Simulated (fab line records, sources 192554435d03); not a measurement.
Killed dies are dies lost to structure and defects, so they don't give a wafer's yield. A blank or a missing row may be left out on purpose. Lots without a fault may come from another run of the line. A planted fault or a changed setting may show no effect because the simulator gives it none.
fab line records | flow n5_finfet
record lots=7 wafers=21
route steps=1938 shown BEOL_M9@1401 BEOL_M10@1476 BEOL_M11@1573 BEOL_M13@1673
start_h: hours from the record's first day to the start of the lot's first wafer shown | wait_h: hours since the lot's step before | " the same as in the row above | L1.1+2: a row that stands for several wafers | - no value, or no start given | * or withheld: withheld | < > ~ a bound
route shown NAME@n: a module of which the file shows steps, and the number in the route of the first | usual: mean/standard deviation of fault-free wafers | same: alike in all rows | chamber/n: place in a boat | sites: the reading at each site | _std_site: their standard deviation | _edge_site: outer sites' mean less inner sites' | radius_mm: how far each site lies from the wafer's centre | mask NAME#n: copy n | behind: the tool/chamber that last shaped the wafer | hold: why the lot was held/for how many hours/how that ended | device: the transistor (n, p or np) that didn't switch | end of line: the same wafers' tests at the end of the route | a step without rows: its recipe alone | killed: dies lost to structure and defects at the first sort, not the wafer's yield | map: a wafer's dies, x killed, . not, _ none there
set.NAME: the setting as run; set.NAME@STEP: as run at that earlier step | model.NAME: the simulator's own value behind a step, which no gauge read
lots whose settings were changed on purpose; a table a step, a row a wafer
## steps
# step N5_BEOL_M9_ILD_DEP_00
# recipe material=SiCOH_lowk target_thk_a=3085.1 temp_c=300 precursor=DEMS/porogen pressure_torr=5 rf_w=500 time_s=58
# columns lot.wafer tool chamber start_h wait_h set.time_s model.SiCOH_lowk_of_BEOL_M9_ILD_DEP_00.thk_nm
L078.2 pecvd-04 0 224.04 0.0 58 301.2
L078.4 " 2 " " 58 303
L078.5 " 1 " " 58 309
L077.1 pecvd-02 2 224.31 0.0 52.03 270.6
L077.2 " 0 " " 58 302.2
L077.4 " 1 " " 52.03 278
L080.1 pecvd-03 0 230.48 0.0 58 302.2
L080.2 " 1 " " 51.47 272
L080.5 " 1 " " 51.47 275
L096.3 pecvd-04 2 359.82 0.0 58 304
L096.4 " 0 " " 58 312.6
L096.6 " 1 " " 58 310.2
L090.2 pecvd-04 0 367.19 0.0 64.73 340.6
L090.3 " 2 " " 58 304.4
L090.5 " 1 " " 64.73 347
L097.1 pecvd-04 1 371.96 0.0 58 309
L097.2 " 0 " " 58 304.6
L097.5 " 0 " " 52.37 283.6
L092.3 pecvd-02 2 378.60 0.0 58 302
L092.4 " 1 " " 58 316.2
L092.6 " 2 " " 58 305.2
# step N5_BEOL_M9_CURE_71
# recipe temp_c=385 time_s=240 ambient=He/Ar material=SiCOH_lowk
# columns lot.wafer tool chamber start_h wait_h set.time_s@BEOL_M9_ILD_DEP_00 model.SiCOH_lowk_of_BEOL_M9_ILD_DEP_00.thk_nm
L078.2 uv_cure-03 1 224.27 0.2 58 261.4
L078.4 " 1 " " 58 263
L078.5 " 1 " " 58 268.4
L077.1 uv_cure-01 1 224.38 0.0 52.03 234.6
L077.2 " 1 " " 58 262.4
L077.4 " 1 " " 52.03 241.2
L080.1 uv_cure-01 1 230.66 0.2 58 262.4
L080.2 " 1 " " 51.47 235.8
L080.5 " 1 " " 51.47 238.4
L096.3 uv_cure-03 0 360.22 0.4 58 264
L096.4 " 0 " " 58 271.6
L096.6 " 0 " " 58 269.6
L090.2 uv_cure-03 0 367.34 0.1 64.73 296.4
L090.3 " 0 " " 58 264.4
L090.5 " 0 " " 64.73 302
L097.1 uv_cure-03 0 372.04 0.0 58 268.4
L097.2 " 0 " " 58 264.6
L097.5 " 0 " " 52.37 246
L092.3 uv_cure-01 1 379.00 0.4 58 262.2
L092.4 " 1 " " 58 274.8
L092.6 " 1 " " 58 265
# step N5_BEOL_M9_THK_MEAS_01
# recipe reads=SiCOH_lowk_of_BEOL_M9_ILD_DEP_00
# usual M9_ILD_THK=267/3.1
# columns lot.wafer tool chamber start_h wait_h set.time_s@BEOL_M9_ILD_DEP_00 M9_ILD_THK[nm]
L077.1 film_metro-02 - 224.90 0.4 52.03 235
L077.2 " - " " 58 262
L077.4 " - " " 52.03 241
L078.2 film_metro-01 - 225.11 0.7 58 262
L078.4 " - " " 58 263
L078.5 " - " " 58 268
L080.1 film_metro-01 - 231.18 0.4 58 262
L080.2 " - " " 51.47 236
L080.5 " - " " 51.47 238
L096.3 film_metro-02 - 360.90 0.5 58 264
L096.4 " - " " 58 271
L096.6 " - " " 58 270
L090.2 film_metro-01 - 367.78 0.4 64.73 296
L090.3 " - " " 58 264
L090.5 " - " " 64.73 302
L097.1 film_metro-02 - 373.03 0.8 58 268
L097.2 " - " " 58 265
L097.5 " - " " 52.37 246
L092.3 film_metro-01 - 379.67 0.5 58 263
L092.4 " - " " 58 275
L092.6 " - " " 58 265
# step N5_BEOL_M10_COAT_60
# recipe resist=SiARC temp_c=220 time_s=60 spin_rpm=1500 resist_thk_nm=30
# columns lot.wafer tool chamber start_h wait_h set.spin_rpm model.SiARC_of_BEOL_M10_COAT_60.thk_nm
L077.1 litho_track-02 0 - - 1500 30
L077.2+4 " 0 " " 1361 31.4
L078.2+5 litho_track-03 0 - - 1500 30
L078.4 " 0 " " 1500 29.8
L080.1 litho_track-03 0 - - 1377 31.2
L080.2+5 " 0 " " 1500 30
L096.3+4+6 litho_track-03 0 - - 1500 30
L090.2 litho_track-03 0 - - 1644 28.6
L090.3 " 0 " " 1500 30
L090.5 " 0 " " 1644 28.8
L097.1 litho_track-02 0 - - 1662 28.4
L097.2+5 " 0 " " 1500 30
L092.3+6 litho_track-02 0 - - 1500 30
L092.4 " 0 " " 1500 29.8
# step N5_BEOL_M10_EXPOSE_08
# recipe mask_id=M10 na=1.35 source_shape=dipole sigma_inner=0.411 sigma_outer=0.611 polarization=te dose_mj=53.75
# columns lot.wafer tool chamber start_h wait_h mask set.dose_mj
L077.1+2+4 arfi_scanner-02 0 230.88 - M10#0 53.75
L078.2+4+5 arfi_scanner-03 0 231.21 - M10#0 53.75
L080.1+2 arfi_scanner-02 0 237.31 - M10#0 53.75
L080.5 " 0 " " M10#0 51.81
L096.3+6 arfi_scanner-01 0 369.86 - M10#0 53.75
L096.4 " 0 " " M10#0 49.85
L090.2+3 arfi_scanner-02 0 377.54 - M10#0 50.46
L090.5 " 0 " " M10#0 53.75
L097.1 arfi_scanner-02 0 383.00 - M10#0 51.5
L097.2+5 " 0 " " M10#0 53.75
L092.3+4+6 arfi_scanner-02 0 387.49 - M10#0 53.75
# step N5_BEOL_M10_PEB_09
# recipe peb_temp_c=withheld peb_time_s=60 resist=CAR-ArF
# step N5_BEOL_M10_DEVELOP_10
# recipe develop_time_s=30 developer=TMAH resist=CAR-ArF rinse_liquid=diw dry=air_spin dev_temp_c=23
# step N5_BEOL_M10_CD_MEAS_11
# recipe target_cd_nm=64.1 landing_energy_ev=500 detector=se_inlens polarity=opening
# usual cd_nm=64.0/0.75
# columns lot.wafer tool chamber start_h wait_h set.dose_mj@BEOL_M10_EXPOSE_08 cd_nm
L077.1 cd_sem-02 0 231.01 - 53.75 62.9
L077.2 " 0 " " 53.75 64.1
L077.4 " 0 " " 53.75 63.3
L078.2 cd_sem-02 0 231.33 - 53.75 64.3
L078.4 " 0 " " 53.75 64.4
L078.5 " 0 " " 53.75 65.1
L080.1 cd_sem-02 0 237.44 - 53.75 65.1
L080.2 " 0 " " 53.75 64.7
L080.5 " 0 " " 51.81 62.7
L096.3 cd_sem-03 0 369.98 - 53.75 64.2
L096.4 " 0 " " 49.85 59.6
L096.6 " 0 " " 53.75 64.4
L090.2 cd_sem-03 0 377.66 - 50.46 60.3
L090.3 " 0 " " 50.46 59.9
L090.5 " 0 " " 53.75 64.0
L097.1 cd_sem-02 0 383.12 - 51.5 61.3
L097.2 " 0 " " 53.75 64.1
L097.5 " 0 " " 53.75 63.2
L092.3 cd_sem-03 0 387.61 - 53.75 64.3
L092.4 " 0 " " 53.75 63.8
L092.6 " 0 " " 53.75 64.2
# step N5_BEOL_M10_DESCUM_16
# recipe chemistry=O2 time_s=7.9 source_power_w=50 bias_power_w=20 pressure_mtorr=20 rf_frequency_hz=2.712e+07 temp_c=40 resist=CAR-ArF o2_flow_sccm=225
# step N5_BEOL_M10_ETCH_61
# recipe chemistry=CF4 target=SiARC target_depth_a=390 mask_material=CAR-ArF time_s=65 ion_energy_ev=80 pressure_mtorr=40 source_w=545 bias_w=36 Ar_flow_sccm=100 cf4_flow_sccm=100 ends=cleared
# columns lot.wafer tool chamber start_h wait_h set.spin_rpm@BEOL_M10_COAT_60 set.dose_mj@BEOL_M10_EXPOSE_08 model.BEOL_M10.cd_offset_nm model.etch.depth_nm model.CAR-ArF_of_BEOL_M10_COAT_05.thk_nm
L077.1 rie_diel-06 0 232.24 0.0 1500 53.75 -0.8 30 55.8
L077.2 " 2 " " 1361 53.75 0.2 31.47 54.4
L077.4 " 1 " " 1361 53.75 -0.6 31.45 54.6
L078.2 rie_diel-01 2 232.33 0.0 1500 53.75 0.4 29.96 55.4
L078.4 " 0 " " 1500 53.75 0.6 29.79 55.6
L078.5 " 2 " " 1500 53.75 1.2 30.03 55.4
L080.1 rie_diel-01 3 237.56 0.0 1377 53.75 1.2 31.27 53.8
L080.2 " 0 " " 1500 53.75 0.6 30.03 54.8
L080.5 " 3 " " 1500 51.81 -1.4 29.97 55.2
L096.3 rie_diel-05 3 370.10 0.0 1500 53.75 0 29.99 55.4
L096.4 " 0 " " 1500 49.85 -5 29.96 55.2
L096.6 " 2 " " 1500 53.75 0 29.97 55.4
L090.2 rie_diel-01 3 377.78 0.0 1644 50.46 -3.8 28.67 56.8
L090.3 " 1 " " 1500 50.46 -4.2 30.01 55.6
L090.5 " 0 " " 1644 53.75 -0.2 28.74 56.6
L097.1 rie_diel-06 2 383.26 0.0 1662 51.5 -3.2 28.38 56.8
L097.2 " 1 " " 1500 53.75 0 29.96 55.2
L097.5 " 1 " " 1500 53.75 -0.8 29.99 55.4
L092.3 rie_diel-05 3 387.73 0.0 1500 53.75 0.2 29.91 55.8
L092.4 " 1 " " 1500 53.75 -0.4 29.89 55.4
L092.6 " 0 " " 1500 53.75 0 30.02 55.4
# step N5_BEOL_M10_ETCH_62
# recipe chemistry=N2/H2 target=SOC target_depth_a=1100 overetch_a=220 mask_material=SiARC temp_c=40 time_s=165 ion_energy_ev=200 pressure_mtorr=30 source_w=840 bias_w=150 n2_flow_sccm=200 h2_flow_sccm=200
# step N5_BEOL_M10_STRIP_68
# recipe chemistry=N2/H2 temp_c=40 n2_flow_sccm=200 h2_flow_sccm=200 rf_frequency_hz=6e+07
# step N5_BEOL_M10_HM_OPEN_17
# recipe chemistry=Cl2/BCl3 target_depth_a=200 overetch_a=60 target=TiN mask_material=SOC ion_energy_ev=150 pressure_mtorr=10 icp_w=1000 bias_w=126 Cl2_flow_sccm=53.25 bcl3_flow_sccm=21.75 Ar_flow_sccm=25
# step N5_BEOL_M10_STRIP_19
# recipe chemistry=O2 power_w=400 temp_c=40 pressure_mtorr=30 rf_frequency_hz=6e+07 bias_power_w=0 overash_fraction=0.2 o2_flow_sccm=225
# step N5_BEOL_M10_CD_MEAS_18
# recipe pitch_nm=140 target_cd_nm=70
# usual cd_nm=69.9/0.76
# columns lot.wafer tool chamber start_h wait_h set.dose_mj@BEOL_M10_EXPOSE_08 cd_nm
L077.1 cd_sem-02 - 232.66 0.0 53.75 69.0
L077.2 " - " " 53.75 70.4
L077.4 " - " " 53.75 69.3
L078.2 cd_sem-01 - 232.74 0.1 53.75 70.3
L078.4 " - " " 53.75 70.8
L078.5 " - " " 53.75 71.3
L080.1 cd_sem-03 - 238.11 0.0 53.75 70.9
L080.2 " - " " 53.75 70.4
L080.5 " - " " 51.81 68.7
L096.3 cd_sem-02 - 370.52 0.1 53.75 70.0
L096.4 " - " " 49.85 65.1
L096.6 " - " " 53.75 69.9
L090.2 cd_sem-02 - 378.21 0.1 50.46 65.9
L090.3 " - " " 50.46 65.7
L090.5 " - " " 53.75 69.5
L097.1 cd_sem-03 - 383.99 0.0 51.5 66.8
L097.2 " - " " 53.75 70.6
L097.5 " - " " 53.75 69.8
L092.3 cd_sem-02 - 388.15 0.1 53.75 70.0
L092.4 " - " " 53.75 70.0
L092.6 " - " " 53.75 70.0
# step N5_BEOL_M10_ETCH_41
# recipe chemistry=CH3F/O2 target=SiCN target_depth_a=426 taper_deg=2 time_s=86 ion_energy_ev=120 mask_material=TiN pressure_mtorr=30 source_w=395 bias_w=75 Ar_flow_sccm=150 CH3F_flow_sccm=30 O2_flow_sccm=20
# usual rf_vpp_V=297.2/1.5
# columns lot.wafer tool chamber start_h wait_h set.source_w rf_vpp_V
L077.1 rie_diel-06 0 - - 420.1 291.1
L077.2 " 2 " " 395 298.4
L077.4 " 1 " " 420.1 288.7
L078.2 rie_diel-01 1 - - 395 299.1
L078.4 " 0 " " 436.9 288.3
L078.5 " 1 " " 395 297.4
L080.1 rie_diel-05 1 - - 395 295.4
L080.2 " 2 " " 395 297.4
L080.5 " 0 " " 395 298.2
L096.3 rie_diel-06 1 - - 395 300.8
L096.4 " 1 " " 395 299.5
L096.6 " 0 " " 395 298.4
L090.2 rie_diel-05 1 - - 395 300.1
L090.3 " 0 " " 395 297.9
L090.5 " 2 " " 395 298.1
L097.1 rie_diel-05 2 - - 395 299.0
L097.2 " 1 " " 395 300.0
L097.5 " 3 " " 395 296.7
L092.3 rie_diel-06 1 - - 395 300.2
L092.4 " 0 " " 395 296.8
L092.6 " 0 " " 395 297.7
# step N5_BEOL_M10_STRIP_77
# recipe chemistry=N2/H2 time_s=10 power_w=450 temp_c=40 pressure_mtorr=20 rf_frequency_hz=6e+07 bias_power_w=7 n2_flow_sccm=200 h2_flow_sccm=200
# step N5_BEOL_M10_PRECLEAN_42
# recipe chemistry=residue_remover time_s=60 temp_c=40
# step N5_BEOL_M10_SRD_43
# recipe time_s=30 temp_c=23 rinse_liquid=diw dry=ipa_marangoni
# step N5_BEOL_M10_CD_MEAS_35
# recipe target_cd_nm=70 polarity=opening
# usual cd_nm=69.9/0.82
# columns lot.wafer tool chamber start_h wait_h set.dose_mj@BEOL_M10_EXPOSE_08 cd_nm
L077.1 cd_sem-02 - 233.87 0.0 53.75 69.3
L077.2 " - " " 53.75 70.5
L077.4 " - " " 53.75 69.1
L078.2 cd_sem-03 - 234.09 0.0 53.75 70.6
L078.4 " - " " 53.75 71.0
L078.5 " - " " 53.75 71.5
L080.1 cd_sem-01 - 239.14 0.0 53.75 71.1
L080.2 " - " " 53.75 70.8
L080.5 " - " " 51.81 68.9
L096.3 cd_sem-03 - 372.60 0.0 53.75 70.3
L096.4 " - " " 49.85 65.1
L096.6 " - " " 53.75 69.8
L090.2 cd_sem-03 - 380.50 0.0 50.46 66.3
L090.3 " - " " 50.46 65.4
L090.5 " - " " 53.75 69.6
L097.1 cd_sem-02 - 385.56 0.0 51.5 66.7
L097.2 " - " " 53.75 70.7
L097.5 " - " " 53.75 69.5
L092.3 cd_sem-03 - 393.05 0.0 53.75 69.9
L092.4 " - " " 53.75 70.0
L092.6 " - " " 53.75 69.8
# step N5_BEOL_M11_ETCH_66
# recipe chemistry=N2/H2 target=SOC target_depth_a=1200 overetch_a=240 mask_material=SiARC temp_c=40 time_s=180 ion_energy_ev=200 pressure_mtorr=30 source_w=840 bias_w=150 n2_flow_sccm=200 h2_flow_sccm=200
# columns lot.wafer tool chamber start_h wait_h set.time_s model.SiARC_of_BEOL_M11_COAT_64.thk_nm
L077.1+2 rie_diel-02 2,3 240.59 0.0 180 23
L077.4 " 0 " " 180 22.8
L078.2+5 rie_diel-03 1,0 240.61 0.0 180 22.8
L078.4 " 3 " " 143.2 24.4
L080.1+5 rie_diel-04 0,2 244.61 0.0 154.2 23.8
L080.2 " 2 " " 180 22.8
L096.3 rie_diel-03 3 379.35 0.0 180 23
L096.4 " 3 " " 180 23.2
L096.6 " 0 " " 180 22.8
L090.2 rie_diel-04 1 387.17 0.0 197 22.2
L090.3 " 2 " " 180 22.6
L090.5 " 1 " " 180 23
L097.1 rie_diel-02 3 395.10 0.0 196.3 22.4
L097.2 " 1 " " 196.3 22.2
L097.5 " 0 " " 180 22.8
L092.3 rie_diel-04 3 399.61 0.0 180 23
L092.4 " 0 " " 180 22.4
L092.6 " 1 " " 180 22.8
# step N5_BEOL_M11_ETCH_41
# recipe chemistry=CH3F/O2 target=SiCN target_depth_a=426 taper_deg=2 time_s=86 ion_energy_ev=120 mask_material=TiN pressure_mtorr=30 source_w=395 bias_w=75 Ar_flow_sccm=150 CH3F_flow_sccm=30 O2_flow_sccm=20
# columns lot.wafer tool chamber start_h wait_h set.time_s model.etch.depth_nm
L077.1 rie_diel-02 2 - - 101.3 38.2
L077.2 " 3 " " 86 32.73
L077.4 " 0 " " 101.3 38.8
L078.2 rie_diel-03 1 - - 86 32.86
L078.4 " 3 " " 86 32.2
L078.5 " 0 " " 86 32.51
L080.1 rie_diel-04 0 - - 71.79 27.03
L080.2 " 2 " " 86 32.45
L080.5 " 2 " " 86 32.24
L096.3 rie_diel-03 3 - - 86 32.06
L096.4 " 3 " " 86 32.02
L096.6 " 0 " " 86 32.51
L090.2 rie_diel-04 1 - - 86 32.93
L090.3 " 2 " " 86 33.08
L090.5 " 1 " " 97.57 37.37
L097.1 rie_diel-02 3 - - 86 32.4
L097.2 " 1 " " 86 32.78
L097.5 " 0 " " 86 32.38
L092.3 rie_diel-04 3 - - 86 32.78
L092.4 " 0 " " 86 32.72
L092.6 " 1 " " 86 32.79
# step N5_BEOL_M13_ETCH_59
# recipe chemistry=N2/H2 target=BARC target_depth_a=890 overetch_a=267 time_s=67.9 ion_energy_ev=200 pressure_mtorr=30 source_w=840 bias_w=150 n2_flow_sccm=200 h2_flow_sccm=200
# columns lot.wafer tool chamber start_h wait_h set.time_s model.coat_of_BEOL_M13_COAT_04.thk_nm
L078.2 rie_diel-03 3 247.99 0.0 62.21 325.2
L078.4 " 3 " " 62.21 324.6
L078.5 " 1 " " 62.21 321.6
L077.1 rie_diel-03 0 248.34 0.0 79.4 307
L077.2 " 3 " " 67.9 319.8
L077.4 " 0 " " 67.9 318
L080.1 rie_diel-03 0 252.22 0.0 63.73 325.6
L080.2 " 3 " " 67.9 321.6
L080.5 " 1 " " 63.73 324.4
L096.3 rie_diel-03 2 389.64 0.0 79.75 304.4
L096.4 " 2 " " 67.9 316.8
L096.6 " 0 " " 67.9 317.4
L090.2 rie_diel-02 1 398.93 0.0 67.9 318.2
L090.3 " 0 " " 67.9 317.8
L090.5 " 2 " " 67.9 320.8
L097.1 rie_diel-03 3 406.20 0.0 67.9 317.2
L097.2 " 2 " " 53.66 330.4
L097.5 " 0 " " 53.66 330.2
L092.3 rie_diel-02 2 409.41 0.0 67.9 319.6
L092.4 " 3 " " 67.9 319
L092.6 " 2 " " 67.9 319.2
# step N5_BEOL_M13_VIA_ETCH_16
# recipe chemistry=C4F8/O2/Ar target=SiOC pressure_mtorr=30 source_w=3000 bias_w=700 Ar_flow_sccm=400 C4F8_flow_sccm=15 O2_flow_sccm=8 he_inner_torr=15 he_outer_torr=30 target_depth_a=9217 time_s=withheld ion_energy_ev=250 ends=cleared
# columns lot.wafer tool chamber start_h wait_h set.time_s@BEOL_M13_ETCH_59 model.coat_of_BEOL_M13_COAT_04.thk_nm
L078.2 rie_diel-03 3 248.05 0.0 * 78.4
L078.4 " 3 " " * 71.6
L078.5 " 1 " " * 70.8
L077.1 rie_diel-03 0 248.39 0.0 * 59
L077.2 " 3 " " * 72.2
L077.4 " 0 " " * 67
L080.1 rie_diel-03 0 252.27 0.0 * 74.6
L080.2 " 3 " " * 73
L080.5 " 1 " " * 73
L096.3 rie_diel-03 2 389.69 0.0 * 56.2
L096.4 " 2 " " * 63.8
L096.6 " 0 " " * 66
L090.2 rie_diel-02 1 398.98 0.0 * 69.2
L090.3 " 0 " " * 69.6
L090.5 " 2 " " * 71
L097.1 rie_diel-03 3 406.25 0.0 * 74.2
L097.2 " 2 " " * 89
L097.5 " 0 " " * 84.8
L092.3 rie_diel-02 2 409.46 0.0 * 72.6
L092.4 " 3 " " * 75
L092.6 " 2 " " * 71.2
# step N5_BEOL_M13_STRIP_63
# recipe chemistry=N2/H2 power_w=1000 temp_c=250 h2_frac=0.65 overash_fraction=0.3 pressure_mtorr=1000 n2_flow_sccm=1750 h2_flow_sccm=3250
# usual strip_time_to_endpoint_s=27.7/1
# columns lot.wafer tool chamber start_h wait_h set.time_s@BEOL_M13_ETCH_59 strip_time_to_endpoint_s
L078.2 plasma_asher-01 0 248.28 - 62.21 30.1
L078.4 " 0 " " 62.21 28.1
L078.5 " 0 " " 62.21 27.9
L077.1 plasma_asher-02 0 248.63 - 79.4 24.4
L077.2 " 1 " " 67.9 28.3
L077.4 " 0 " " 67.9 26.8
L080.1 plasma_asher-01 1 252.50 - 63.73 29.0
L080.2 " 0 " " 67.9 28.6
L080.5 " 1 " " 63.73 28.6
L096.3 plasma_asher-02 1 389.94 - 79.75 23.5
L096.4 " 0 " " 67.9 25.8
L096.6 " 1 " " 67.9 26.5
L090.2 plasma_asher-02 1 399.21 - 67.9 27.4
L090.3 " 0 " " 67.9 27.6
L090.5 " 1 " " 67.9 28.0
L097.1 plasma_asher-01 1 406.48 - 67.9 28.9
L097.2 " 0 " " 53.66 33.1
L097.5 " 0 " " 53.66 31.9
L092.3 plasma_asher-01 1 409.72 - 67.9 28.5
L092.4 " 0 " " 67.9 29.1
L092.6 " 1 " " 67.9 28.0
# step N5_BEOL_M13_COAT_65
# recipe resist=SOC temp_c=250 time_s=60 spin_rpm=1500 resist_thk_nm=350
# columns lot.wafer tool chamber start_h wait_h set.spin_rpm model.SOC_of_BEOL_M13_COAT_65.thk_nm
L078.2 litho_track-05 0 248.57 0.0 1500 351.8
L078.4 " 0 " " 1456 357
L078.5 " 0 " " 1456 357.2
L077.1+2 litho_track-05 0 248.87 0.0 1441 356.6
L077.4 " 0 " " 1500 350.6
L080.1 litho_track-01 0 252.78 0.0 1500 349.8
L080.2 " 0 " " 1500 350.8
L080.5 " 0 " " 1500 351.2
L096.3 litho_track-05 0 390.17 0.0 1500 350
L096.4 " 0 " " 1500 348.6
L096.6 " 0 " " 1500 348.4
L090.2 litho_track-01 0 399.46 0.0 1500 349
L090.3+5 " 0 " " 1500 348.4
L097.1 litho_track-01 0 406.73 0.0 1358 365
L097.2 " 0 " " 1500 346.8
L097.5 " 0 " " 1500 348
L092.3 litho_track-05 0 409.95 0.0 1500 349.6
L092.4 " 0 " " 1500 350.4
L092.6 " 0 " " 1500 350
## key
split step=N5_BEOL_M9_ILD_DEP_00 setting=time_s stated=58 by=wafer
response step=N5_BEOL_M9_ILD_DEP_00 reading=model.SiCOH_lowk_of_BEOL_M9_ILD_DEP_00.thk_nm change=+2.8 per=1% r=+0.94
response step=N5_BEOL_M9_CURE_71 reading=model.SiCOH_lowk_of_BEOL_M9_ILD_DEP_00.thk_nm change=+2.47 per=1% r=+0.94
response step=N5_BEOL_M9_THK_MEAS_01 reading=M9_ILD_THK change=+2.45 per=1% r=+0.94
split step=N5_BEOL_M10_COAT_60 setting=spin_rpm stated=1500 by=wafer
response step=N5_BEOL_M10_COAT_60 reading=model.SiARC_of_BEOL_M10_COAT_60.thk_nm change=-0.145 per=1% r=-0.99
response step=N5_BEOL_M10_ETCH_61 reading=model.etch.depth_nm change=-0.148 per=1% r=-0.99
response step=N5_BEOL_M10_ETCH_61 reading=model.CAR-ArF_of_BEOL_M10_COAT_05.thk_nm change=+0.134 per=1% r=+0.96
split step=N5_BEOL_M10_EXPOSE_08 setting=dose_mj stated=53.75 by=wafer
response step=N5_BEOL_M10_CD_MEAS_11 reading=cd_nm change=+0.625 per=1% r=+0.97
response step=N5_BEOL_M10_ETCH_61 reading=model.BEOL_M10.cd_offset_nm change=+0.659 per=1% r=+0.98
response step=N5_BEOL_M10_CD_MEAS_18 reading=cd_nm change=+0.661 per=1% r=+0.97
response step=N5_BEOL_M10_CD_MEAS_35 reading=cd_nm change=+0.673 per=1% r=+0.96
split step=N5_BEOL_M10_ETCH_41 setting=source_w stated=395 by=wafer
response step=N5_BEOL_M10_ETCH_41 reading=rf_vpp_V change=-1.04 per=1% r=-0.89
split step=N5_BEOL_M11_ETCH_66 setting=time_s stated=180 by=wafer
response step=N5_BEOL_M11_ETCH_66 reading=model.SiARC_of_BEOL_M11_COAT_64.thk_nm change=-0.072 per=1% r=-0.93
split step=N5_BEOL_M11_ETCH_41 setting=time_s stated=86 by=wafer
response step=N5_BEOL_M11_ETCH_41 reading=model.etch.depth_nm change=+0.323 per=1% r=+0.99
split step=N5_BEOL_M13_ETCH_59 setting=time_s stated=67.9 by=wafer
response step=N5_BEOL_M13_ETCH_59 reading=model.coat_of_BEOL_M13_COAT_04.thk_nm change=-0.672 per=1% r=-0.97
response step=N5_BEOL_M13_VIA_ETCH_16 reading=model.coat_of_BEOL_M13_COAT_04.thk_nm change=-0.564 per=1% r=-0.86
response step=N5_BEOL_M13_STRIP_63 reading=strip_time_to_endpoint_s change=* per=1% r=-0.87
split step=N5_BEOL_M13_COAT_65 setting=spin_rpm stated=1500 by=wafer
response step=N5_BEOL_M13_COAT_65 reading=model.SOC_of_BEOL_M13_COAT_65.thk_nm change=-1.81 per=1% r=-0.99
